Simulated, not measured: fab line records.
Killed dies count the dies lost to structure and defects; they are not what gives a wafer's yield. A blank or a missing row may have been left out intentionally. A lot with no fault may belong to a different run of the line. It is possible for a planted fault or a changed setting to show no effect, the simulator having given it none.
Which tool did it?    flow n5_finfet    72 wafers from 24 lots sampled at 6 of the route's 1938 steps

== WHAT THE GAUGES READ, wafer by wafer ==
Not one reading of a measure or inspect step in the record can be checked against a usual standard deviation.

== EACH LOT AND THE TOOL THAT RAN IT (in order: tool; ch and the chambers of the sampled wafers; start) ==
lot   N5_FIN_CUT_PRECLEAN_35             N5_FIN_CUT_STRIP_22                N5_STI_FIN_REVEAL_ALD_00          N5_STI_FIN_REVEAL_OXIDATION_31       N5_DUMMY_GATE_TRIM_49            N5_DUMMY_GATE_STRIP_40
L074  vapor_etch-01 ch 0,1, day 2 02:59  rie_diel-06 ch 0,1, day 2 03:10    ald_sin-01 ch 2,3, day 2 03:22    plasma_asher-01 ch 0,1, day 2 11:26  rie_si-04 ch 1,2,3, day 2 21:14  rie_diel-06 ch 0,1,3, day 2 21:26
L075  vapor_etch-02 ch 0, day 2 09:50    rie_diel-04 ch 1,3, day 2 10:02    ald_sin-04 ch 2,3, day 2 10:14    plasma_asher-01 ch 0,1, day 2 19:06  rie_si-02 ch 0,3, day 3 07:24    rie_diel-03 ch 0,1,3, day 3 07:30
L076  vapor_etch-01 ch 0,1, day 2 15:35  rie_diel-04 ch 0,1,2, day 2 15:47  ald_sin-01 ch 0,1, day 2 15:59    plasma_asher-01 ch 0,1, day 3 01:56  rie_si-02 ch 1,2,3, day 3 13:38  rie_diel-03 ch 0,1,2, day 3 13:44
L077  vapor_etch-01 ch 0,1, day 2 22:02  rie_diel-04 ch 0,1,3, day 2 22:13  ald_sin-01 ch 0,3, day 2 22:25    plasma_asher-02 ch 0,1, day 3 06:35  rie_si-03 ch 1,2,3, day 3 16:10  rie_diel-03 ch 1,2, day 3 16:19
L078  vapor_etch-01 ch 0,1, day 3 04:29  rie_diel-04 ch 1,2,3, day 3 04:44  ald_sin-04 ch 0,2, day 3 04:55    plasma_asher-02 ch 0, day 3 12:58    rie_si-02 ch 0,2,3, day 4 02:17  rie_diel-03 ch 0,3, day 4 02:23
L079  vapor_etch-02 ch 0,1, day 3 09:05  rie_diel-03 ch 0,2,3, day 3 09:17  ald_sin-01 ch 0,1,2, day 3 09:29  plasma_asher-02 ch 1, day 3 17:43    rie_si-02 ch 2,3, day 4 03:46    rie_diel-06 ch 0,1,2, day 4 03:52
L080  vapor_etch-02 ch 0,1, day 3 15:02  rie_diel-04 ch 1,2,3, day 3 15:13  ald_sin-01 ch 1,2,3, day 3 15:53  plasma_asher-01 ch 0,1, day 4 00:09  rie_si-03 ch 1,2, day 4 12:11    rie_diel-03 ch 0,1, day 4 12:20
L081  vapor_etch-01 ch 0,1, day 3 22:23  rie_diel-04 ch 2,3, day 3 22:34    ald_sin-02 ch 1,2,3, day 3 22:46  plasma_asher-01 ch 0,1, day 4 06:55  rie_si-03 ch 1,2, day 4 20:34    rie_diel-06 ch 1,2, day 4 20:40
L082  vapor_etch-01 ch 0,1, day 4 03:11  rie_diel-04 ch 0,2,3, day 4 03:23  ald_sin-01 ch 1,2,3, day 4 03:40  plasma_asher-02 ch 0,1, day 4 11:44  rie_si-03 ch 0,1,2, day 4 21:56  rie_diel-06 ch 1,2,3, day 4 22:02
L083  vapor_etch-01 ch 0, day 4 10:51    rie_diel-03 ch 0,1,3, day 4 11:13  ald_sin-02 ch 0,1,2, day 4 11:24  plasma_asher-01 ch 0,1, day 4 19:26  rie_si-03 ch 2,3, day 5 07:44    rie_diel-06 ch 0,3, day 5 07:50
L084  vapor_etch-01 ch 0,1, day 4 18:02  rie_diel-06 ch 1,2,3, day 4 18:16  ald_sin-04 ch 0,1,2, day 4 18:28  plasma_asher-02 ch 0,1, day 5 02:35  rie_si-03 ch 1,2, day 5 16:26    rie_diel-04 ch 1,2, day 5 16:32
L085  vapor_etch-02 ch 0,1, day 4 22:43  rie_diel-03 ch 0,2,3, day 4 22:55  ald_sin-01 ch 1,2,3, day 5 00:41  plasma_asher-02 ch 0,1, day 5 08:47  rie_si-03 ch 1,2,3, day 5 18:19  rie_diel-06 ch 0,1,2, day 5 18:29
L086  vapor_etch-02 ch 0,1, day 5 05:59  rie_diel-06 ch 0,1,2, day 5 06:11  ald_sin-01 ch 0,1,3, day 5 06:23  plasma_asher-02 ch 0,1, day 5 14:41  rie_si-04 ch 1,2,3, day 6 02:17  rie_diel-04 ch 1,2,3, day 6 02:23
L087  vapor_etch-01 ch 1, day 5 11:31    rie_diel-04 ch 0,1,2, day 5 11:43  ald_sin-01 ch 0,2,3, day 5 11:55  plasma_asher-02 ch 0,1, day 5 19:58  rie_si-02 ch 2,3, day 6 07:19    rie_diel-04 ch 1,3, day 6 07:25
L088  vapor_etch-01 ch 0,1, day 5 19:25  rie_diel-04 ch 0,2,3, day 5 19:37  ald_sin-02 ch 0,1,3, day 5 22:11  plasma_asher-02 ch 0,1, day 6 06:18  rie_si-02 ch 0,2,3, day 6 15:51  rie_diel-06 ch 0,1,2, day 6 15:56
L089  vapor_etch-02 ch 0,1, day 6 00:42  rie_diel-06 ch 0,1,2, day 6 00:54  ald_sin-02 ch 0,3, day 6 01:06    plasma_asher-02 ch 0,1, day 6 09:10  rie_si-04 ch 0,2,3, day 6 19:07  rie_diel-04 ch 1,2,3, day 6 19:13
L090  vapor_etch-02 ch 0,1, day 6 05:44  rie_diel-06 ch 0,1,2, day 6 05:56  ald_sin-04 ch 0,2,3, day 6 06:50  plasma_asher-01 ch 1, day 6 15:44    rie_si-03 ch 0,1,3, day 7 01:32  rie_diel-06 ch 0,1,3, day 7 01:44
L091  vapor_etch-02 ch 0,1, day 6 10:20  rie_diel-06 ch 1,2,3, day 6 10:32  ald_sin-02 ch 0,2,3, day 6 10:44  plasma_asher-01 ch 0,1, day 6 19:52  rie_si-03 ch 0,2,3, day 7 05:24  rie_diel-03 ch 0,1,3, day 7 05:30
L092  vapor_etch-02 ch 0,1, day 6 16:28  rie_diel-04 ch 0,1,3, day 6 16:43  ald_sin-02 ch 0,2,3, day 6 16:55  plasma_asher-01 ch 0,1, day 7 01:46  rie_si-02 ch 0,1,3, day 7 11:34  rie_diel-04 ch 0,2,3, day 7 11:40
L093  vapor_etch-02 ch 0,1, day 6 22:40  rie_diel-06 ch 1,2, day 6 22:52    ald_sin-02 ch 0,1,3, day 6 23:04  plasma_asher-01 ch 0,1, day 7 08:05  rie_si-04 ch 0,1,3, day 7 17:44  rie_diel-06 ch 0,1,3, day 7 17:52
L094  vapor_etch-01 ch 0,1, day 7 04:28  rie_diel-06 ch 0,1,2, day 7 04:39  ald_sin-04 ch 0,1,2, day 7 04:51  plasma_asher-01 ch 0,1, day 7 13:23  rie_si-04 ch 0,3, day 7 22:53    rie_diel-04 ch 0,2,3, day 7 22:59
L095  vapor_etch-02 ch 0,1, day 7 09:25  rie_diel-03 ch 1,2, day 7 09:43    ald_sin-01 ch 0,2,3, day 7 09:55  plasma_asher-01 ch 0,1, day 7 17:56  rie_si-04 ch 0,3, day 8 04:47    rie_diel-03 ch 0,1,3, day 8 04:53
L096  vapor_etch-01 ch 0,1, day 7 15:54  rie_diel-03 ch 0,1,2, day 7 16:05  ald_sin-01 ch 1,2, day 7 16:17    plasma_asher-02 ch 0,1, day 8 00:20  rie_si-02 ch 0,3, day 8 09:59    rie_diel-03 ch 0,1,3, day 8 10:07
L097  vapor_etch-01 ch 0,1, day 7 22:37  rie_diel-04 ch 0,1, day 7 22:49    ald_sin-04 ch 0,1,2, day 7 23:01  plasma_asher-02 ch 0,1, day 8 07:24  rie_si-04 ch 0,1,2, day 8 17:29  rie_diel-04 ch 0,2,3, day 8 17:42
- N5_FIN_CUT_PRECLEAN_35: cleans in vHF, time 13.3 s.
- N5_FIN_CUT_STRIP_22: strips in N2/H2.
- N5_STI_FIN_REVEAL_ALD_00: deposits SiO2, target thk 1 nm, pulse time 1 s.
- N5_STI_FIN_REVEAL_OXIDATION_31: chemistry O2 PLASMA REMOTE, time 20 s.
- N5_DUMMY_GATE_TRIM_49: chemistry O2, time 29 s, target cd 14 nm.
- N5_DUMMY_GATE_STRIP_40: strips in CF4.

== AS READ BY THE TOOLS THEMSELVES (means over the sampled wafers that have a number; for cases with no such wafer, the mark the record gives instead) ==
N5_FIN_CUT_PRECLEAN_35. Usual: drypump_motor_current_A reads 5.4 A (standard deviation 0.51).
lot   tool           drypump_motor_current_A (A)  flag
L074  vapor_etch-01  5.1                          
L075  vapor_etch-02  5.8                          
L076  vapor_etch-01  5.1                          
L077  vapor_etch-01  5.1                          
L078  vapor_etch-01  5.5                          
L079  vapor_etch-02  5.6                          
L080  vapor_etch-02  5.6                          
L081  vapor_etch-01  5.6                          
L082  vapor_etch-01  5.5                          
L083  vapor_etch-01  4.7                          
L084  vapor_etch-01  5.1                          
L085  vapor_etch-02  5.5                          
L086  vapor_etch-02  5.6                          
L087  vapor_etch-01  6.0                          
L088  vapor_etch-01  5.5                          
L089  vapor_etch-02  5.5                          
L090  vapor_etch-02  5.5                          
L091  vapor_etch-02  5.6                          
L092  vapor_etch-02  5.5                          
L093  vapor_etch-02  5.6                          
L094  vapor_etch-01  5.1                          
L095  vapor_etch-02  5.5                          
L096  vapor_etch-01  5.1                          
L097  vapor_etch-01  5.1                          

N5_FIN_CUT_STRIP_22. Usual: drypump_motor_current_A 5.6 A, standard deviation 0.38; oes_product_au 0.79 a.u., standard deviation 0.09; rf_vpp_V 53.8 V, standard deviation 2.2; showerhead_plenum_p_Torr 3.33 Torr, standard deviation 0.079; throttle_valve_pct 19.2 %, standard deviation 0.53.
lot   tool         drypump_motor_current_A (A)  oes_product_au (a.u.)  rf_vpp_V (V)  showerhead_plenum_p_Torr (Torr)  throttle_valve_pct (%)  flag
L074  rie_diel-06  5.4                          0.86                   54.3          3.30                             18.5                    
L075  rie_diel-04  5.2                          0.84                   55.3          3.33                             18.9                    
L076  rie_diel-04  5.6                          0.74                   53.9          3.32                             19.4                    
L077  rie_diel-04  5.5                          0.84                   52.1          3.35                             19.1                    
L078  rie_diel-04  5.4                          0.80                   55.4          3.29                             19.3                    
L079  rie_diel-03  5.6                          0.81                   52.1          3.40                             19.4                    
L080  rie_diel-04  5.4                          0.80                   52.7          3.29                             19.3                    
L081  rie_diel-04  5.4                          0.85                   53.7          3.27                             19.4                    
L082  rie_diel-04  5.6                          0.81                   52.7          3.30                             19.5                    
L083  rie_diel-03  5.6                          0.79                   54.2          3.34                             19.5                    
L084  rie_diel-06  6.0                          0.80                   53.1          3.38                             18.9                    
L085  rie_diel-03  5.6                          0.80                   54.7          3.39                             19.4                    
L086  rie_diel-06  5.6                          0.78                   54.3          3.31                             18.7                    
L087  rie_diel-04  5.6                          0.74                   56.5          3.31                             19.4                    
L088  rie_diel-04  5.6                          0.78                   54.8          3.30                             19.5                    
L089  rie_diel-06  5.6                          0.78                   54.7          3.31                             18.7                    
L090  rie_diel-06  5.7                          0.78                   52.7          3.31                             18.7                    
L091  rie_diel-06  6.0                          0.80                   53.0          3.37                             19.0                    
L092  rie_diel-04  5.4                          0.78                   53.1          3.33                             19.2                    
L093  rie_diel-06  5.8                          0.75                   52.0          3.34                             18.9                    
L094  rie_diel-06  5.7                          0.77                   52.6          3.31                             18.7                    
L095  rie_diel-03  5.3                          0.75                   53.6          3.40                             18.9                    
L096  rie_diel-03  5.3                          0.77                   52.2          3.41                             19.0                    
L097  rie_diel-04  5.7                          0.73                   53.1          3.35                             19.3                    

N5_STI_FIN_REVEAL_ALD_00. Usual: heater_power_w 467 W, standard deviation 39; precursor_pulse_height_rel 1.002, standard deviation 0.02.
lot   tool        heater_power_w (W)  precursor_pulse_height_rel  flag
L074  ald_sin-01  440                 0.990                       
L075  ald_sin-04  484                 0.999                       
L076  ald_sin-01  508                 1.014                       
L077  ald_sin-01  468                 1.020                       
L078  ald_sin-04  447                 0.987                       
L079  ald_sin-01  490                 0.990                       
L080  ald_sin-01  465                 0.996                       
L081  ald_sin-02  463                 1.012                       
L082  ald_sin-01  463                 0.996                       
L083  ald_sin-02  436                 1.003                       
L084  ald_sin-04  476                 0.997                       
L085  ald_sin-01  458                 1.005                       
L086  ald_sin-01  490                 1.006                       
L087  ald_sin-01  482                 0.999                       
L088  ald_sin-02  440                 1.019                       
L089  ald_sin-02  431                 1.007                       
L090  ald_sin-04  453                 1.014                       
L091  ald_sin-02  452                 1.004                       
L092  ald_sin-02  470                 0.997                       
L093  ald_sin-02  441                 1.009                       
L094  ald_sin-04  479                 1.009                       
L095  ald_sin-01  481                 0.993                       
L096  ald_sin-01  483                 1.006                       
L097  ald_sin-04  475                 1.003                       

N5_STI_FIN_REVEAL_OXIDATION_31. Usual: drypump_motor_current_A 6.24 A, standard deviation 0.27; heater_power_w 135 W, standard deviation 8.3; temp_c_max 150.58, standard deviation 0.24.
lot   tool             drypump_motor_current_A (A)  heater_power_w (W)  temp_c_max  flag
L074  plasma_asher-01  6.51                         134                 150.38      
L075  plasma_asher-01  6.52                         130                 150.47      
L076  plasma_asher-01  6.48                         132                 150.30      
L077  plasma_asher-02  5.99                         139                 150.64      
L078  plasma_asher-02  6.00                         147                 150.65      
L079  plasma_asher-02  5.91                         126                 150.74      
L080  plasma_asher-01  6.50                         131                 150.55      
L081  plasma_asher-01  6.51                         131                 150.52      
L082  plasma_asher-02  5.97                         138                 150.48      
L083  plasma_asher-01  6.49                         130                 150.52      
L084  plasma_asher-02  6.00                         139                 150.49      
L085  plasma_asher-02  5.98                         133                 150.81      
L086  plasma_asher-02  5.94                         133                 150.84      
L087  plasma_asher-02  5.96                         132                 150.78      
L088  plasma_asher-02  5.94                         132                 150.92      
L089  plasma_asher-02  5.96                         132                 150.61      
L090  plasma_asher-01  6.52                         141                 150.56      
L091  plasma_asher-01  6.53                         131                 150.48      
L092  plasma_asher-01  6.53                         131                 150.31      
L093  plasma_asher-01  6.50                         132                 150.57      
L094  plasma_asher-01  6.50                         136                 150.44      
L095  plasma_asher-01  6.49                         135                 150.59      
L096  plasma_asher-02  5.98                         139                 150.42      
L097  plasma_asher-02  5.97                         137                 150.52      

N5_DUMMY_GATE_TRIM_49. Usual: O2_flow_sccm 100.0 sccm, standard deviation 0.32; drypump_motor_current_A 5.8 A, standard deviation 0.48; oes_product_au 0.996 a.u., standard deviation 0.014; throttle_valve_pct 8.12 %, standard deviation 0.13.
lot   tool       O2_flow_sccm (sccm)  drypump_motor_current_A (A)  oes_product_au (a.u.)  throttle_valve_pct (%)  flag
L074  rie_si-04  99.9                 5.7                          0.990                  8.02                    
L075  rie_si-02  100.2                5.9                          1.007                  8.05                    
L076  rie_si-02  99.8                 6.0                          1.005                  8.19                    
L077  rie_si-03  100.1                5.7                          1.002                  8.14                    
L078  rie_si-02  100.5                6.1                          1.003                  8.10                    
L079  rie_si-02  100.2                6.2                          0.993                  8.15                    
L080  rie_si-03  99.8                 5.9                          0.990                  8.18                    
L081  rie_si-03  99.7                 6.0                          0.999                  8.27                    
L082  rie_si-03  99.8                 6.1                          0.997                  8.19                    
L083  rie_si-03  99.8                 5.7                          0.990                  8.23                    
L084  rie_si-03  100.2                6.0                          0.992                  8.28                    
L085  rie_si-03  100.0                5.6                          0.993                  8.14                    
L086  rie_si-04  99.9                 5.7                          0.980                  8.03                    
L087  rie_si-02  100.0                6.4                          1.000                  8.18                    
L088  rie_si-02  100.2                6.0                          0.999                  8.10                    
L089  rie_si-04  99.9                 5.8                          0.974                  8.10                    
L090  rie_si-03  100.0                5.7                          1.000                  8.07                    
L091  rie_si-03  100.3                5.8                          1.003                  8.15                    
L092  rie_si-02  99.8                 5.8                          1.010                  8.14                    
L093  rie_si-04  100.1                6.0                          0.988                  8.04                    
L094  rie_si-04  99.9                 5.8                          0.979                  8.10                    
L095  rie_si-04  100.1                6.1                          0.989                  8.13                    
L096  rie_si-02  99.7                 6.2                          0.998                  8.14                    
L097  rie_si-04  100.2                5.9                          0.986                  8.05                    

N5_DUMMY_GATE_STRIP_40. Usual: drypump_motor_current_A 5.6 A, standard deviation 0.43; oes_product_au 0.78 a.u., standard deviation 0.087; rf_vpp_V 270.8 V, standard deviation 1.4; showerhead_plenum_p_Torr 1.78 Torr, standard deviation 0.04; throttle_valve_pct 13.66 %, standard deviation 0.22.
lot   tool         drypump_motor_current_A (A)  oes_product_au (a.u.)  rf_vpp_V (V)  showerhead_plenum_p_Torr (Torr)  throttle_valve_pct (%)  flag
L074  rie_diel-06  5.7                          0.87                   271.2         1.80                             13.47                   
L075  rie_diel-03  5.6                          0.80                   270.3         1.77                             13.70                   
L076  rie_diel-03  5.3                          0.71                   270.0         1.76                             13.78                   
L077  rie_diel-03  5.4                          0.69                   268.9         1.72                             13.87                   
L078  rie_diel-03  5.9                          0.87                   271.4         1.82                             13.54                   
L079  rie_diel-06  5.6                          0.78                   270.4         1.79                             13.67                   
L080  rie_diel-03  5.2                          0.72                   270.0         1.77                             13.81                   
L081  rie_diel-06  5.9                          0.73                   271.5         1.79                             13.81                   
L082  rie_diel-06  6.0                          0.79                   271.9         1.80                             13.63                   
L083  rie_diel-06  5.9                          0.88                   271.5         1.81                             13.33                   
L084  rie_diel-04  5.4                          0.71                   270.9         1.76                             13.69                   
L085  rie_diel-06  5.6                          0.77                   270.3         1.78                             13.69                   
L086  rie_diel-04  5.4                          0.77                   270.8         1.75                             13.64                   
L087  rie_diel-04  5.2                          0.78                   269.7         1.77                             13.52                   
L088  rie_diel-06  5.7                          0.77                   271.4         1.78                             13.70                   
L089  rie_diel-04  5.3                          0.77                   269.8         1.75                             13.66                   
L090  rie_diel-06  5.7                          0.82                   271.6         1.79                             13.53                   
L091  rie_diel-03  5.6                          0.84                   271.9         1.83                             13.57                   
L092  rie_diel-04  5.6                          0.76                   270.9         1.75                             13.76                   
L093  rie_diel-06  5.7                          0.82                   271.3         1.79                             13.54                   
L094  rie_diel-04  5.6                          0.76                   269.9         1.75                             13.76                   
L095  rie_diel-03  5.6                          0.83                   271.7         1.83                             13.60                   
L096  rie_diel-03  5.6                          0.83                   273.3         1.83                             13.60                   
L097  rie_diel-04  5.6                          0.75                   270.9         1.75                             13.76                   

== THE ANSWER, worked out from the rows above alone ==
Rule: a lot counts as off when the mean over its wafers that have a number is more than 3 standard deviations away from the usual mean. Also off: a lot with no number at a reading for which 4 or more lots have one. Any other lot the step has rows for is counted as sound. First the gauges in route order, then the tools' own readings, where a lot's mean is used as printed above. The first step at which some lot is off is used, and at that step the reading that is off furthest; a lot without a number counts as furthest.
Across all readings shown, no lot is off: no conclusion can be drawn from this.

== WHAT THE SIMULATOR HAD PUT IN ==
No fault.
